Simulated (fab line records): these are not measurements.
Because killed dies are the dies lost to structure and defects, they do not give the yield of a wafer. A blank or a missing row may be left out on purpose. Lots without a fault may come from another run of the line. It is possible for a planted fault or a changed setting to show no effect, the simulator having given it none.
Chamber matching :: flow n5 finfet :: 4 sister chambers for N5_BEOL_M2_DESCUM_16 on rie diel-04
The step chemistry O2, time 7 s. 14 wafers are shown with their chamber, then 7 later ones without.

== WAFERS PAIRED WITH THEIR CHAMBERS ==
wafer: L074.1
chamber: 1
showerhead plenum p Torr (Torr): 2.04
throttle valve pct (%): 20.3
oes product au (a.u.): 0.85

wafer: L074.2
chamber: 3
showerhead plenum p Torr (Torr): 2.06
throttle valve pct (%): 20.7
oes product au (a.u.): 0.72

wafer: L074.3
chamber: 2
showerhead plenum p Torr (Torr): 2.17
throttle valve pct (%): 20.8
oes product au (a.u.): 0.68

wafer: L078.2
chamber: 0
showerhead plenum p Torr (Torr): 2.14
throttle valve pct (%): 19.9
oes product au (a.u.): 0.96

wafer: L078.4
chamber: 3
showerhead plenum p Torr (Torr): 2.06
throttle valve pct (%): 20.7
oes product au (a.u.): 0.71

wafer: L078.6
chamber: 3
showerhead plenum p Torr (Torr): 2.06
throttle valve pct (%): 20.7
oes product au (a.u.): 0.71

wafer: L086.2
chamber: 3
showerhead plenum p Torr (Torr): 2.05
throttle valve pct (%): 20.8
oes product au (a.u.): 0.69

wafer: L086.3
chamber: 1
showerhead plenum p Torr (Torr): 2.03
throttle valve pct (%): 20.4
oes product au (a.u.): 0.81

wafer: L086.4
chamber: 2
showerhead plenum p Torr (Torr): 2.17
throttle valve pct (%): 20.8
oes product au (a.u.): 0.67

wafer: L088.2
chamber: 3
showerhead plenum p Torr (Torr): 2.05
throttle valve pct (%): 20.8
oes product au (a.u.): 0.70

wafer: L088.4
chamber: 1
showerhead plenum p Torr (Torr): 2.03
throttle valve pct (%): 20.4
oes product au (a.u.): 0.81

wafer: L088.6
chamber: 0
showerhead plenum p Torr (Torr): 2.13
throttle valve pct (%): 19.9
oes product au (a.u.): 0.90

wafer: L092.1
chamber: 0
showerhead plenum p Torr (Torr): 2.13
throttle valve pct (%): 19.9
oes product au (a.u.): 0.88

wafer: L092.2
chamber: 1
showerhead plenum p Torr (Torr): 2.03
throttle valve pct (%): 20.4
oes product au (a.u.): 0.80

SIGNATURES (means of the wafers above)
reading: showerhead plenum p Torr
chamber 0: 2.1333
chamber 1: 2.0325
chamber 2: 2.1700
chamber 3: 2.0560
scatter within a chamber: 0.00512

reading: throttle valve pct
chamber 0: 19.900
chamber 1: 20.375
chamber 2: 20.800
chamber 3: 20.740
scatter within a chamber: 0.0442

reading: oes product au
chamber 0: 0.9133
chamber 1: 0.8175
chamber 2: 0.6750
chamber 3: 0.7060
scatter within a chamber: 0.0235
Rule: distance of a wafer from a chamber = root of the sum over the readings of ((wafer's reading minus chamber's mean) / reading's scatter) squared. If the next closest chamber is less than 2 further off than the closest, the wafer can't be placed; otherwise it belongs to the closest. The scatter: the root of (the sum of the squares of (reading less its chamber's mean) over the shown wafers, divided by (wafers less chambers)).

== WAFERS WITH NO CHAMBER GIVEN ==
wafer: L092.4
showerhead plenum p Torr (Torr): 2.03
throttle valve pct (%): 20.4
oes product au (a.u.): 0.80

wafer: L093.1
showerhead plenum p Torr (Torr): 2.05
throttle valve pct (%): 20.5
oes product au (a.u.): 1.00

wafer: L093.3
showerhead plenum p Torr (Torr): 2.03
throttle valve pct (%): 20.4
oes product au (a.u.): 0.80

wafer: L093.4
showerhead plenum p Torr (Torr): 2.16
throttle valve pct (%): 20.5
oes product au (a.u.): 0.97

wafer: L097.3
showerhead plenum p Torr (Torr): 2.02
throttle valve pct (%): 20.4
oes product au (a.u.): 0.78

wafer: L097.4
showerhead plenum p Torr (Torr): 2.12
throttle valve pct (%): 19.9
oes product au (a.u.): 0.86

wafer: L097.6
showerhead plenum p Torr (Torr): 2.04
throttle valve pct (%): 20.5
oes product au (a.u.): 0.95

== CHAMBER TAKEN BY EACH ==
wafer: L092.4
from the rows above: 1
in truth: 1

wafer: L093.1
from the rows above: 1
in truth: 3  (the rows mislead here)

wafer: L093.3
from the rows above: 1
in truth: 1

wafer: L093.4
from the rows above: can't be placed: 2 or 0
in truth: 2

wafer: L097.3
from the rows above: 1
in truth: 1

wafer: L097.4
from the rows above: 0
in truth: 0

wafer: L097.6
from the rows above: 1
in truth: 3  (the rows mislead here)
4 of 7 placed correctly. Cannot be placed on the basis of these rows: 1; the candidates contain the true chamber in 1. Wrongly placed: 2.
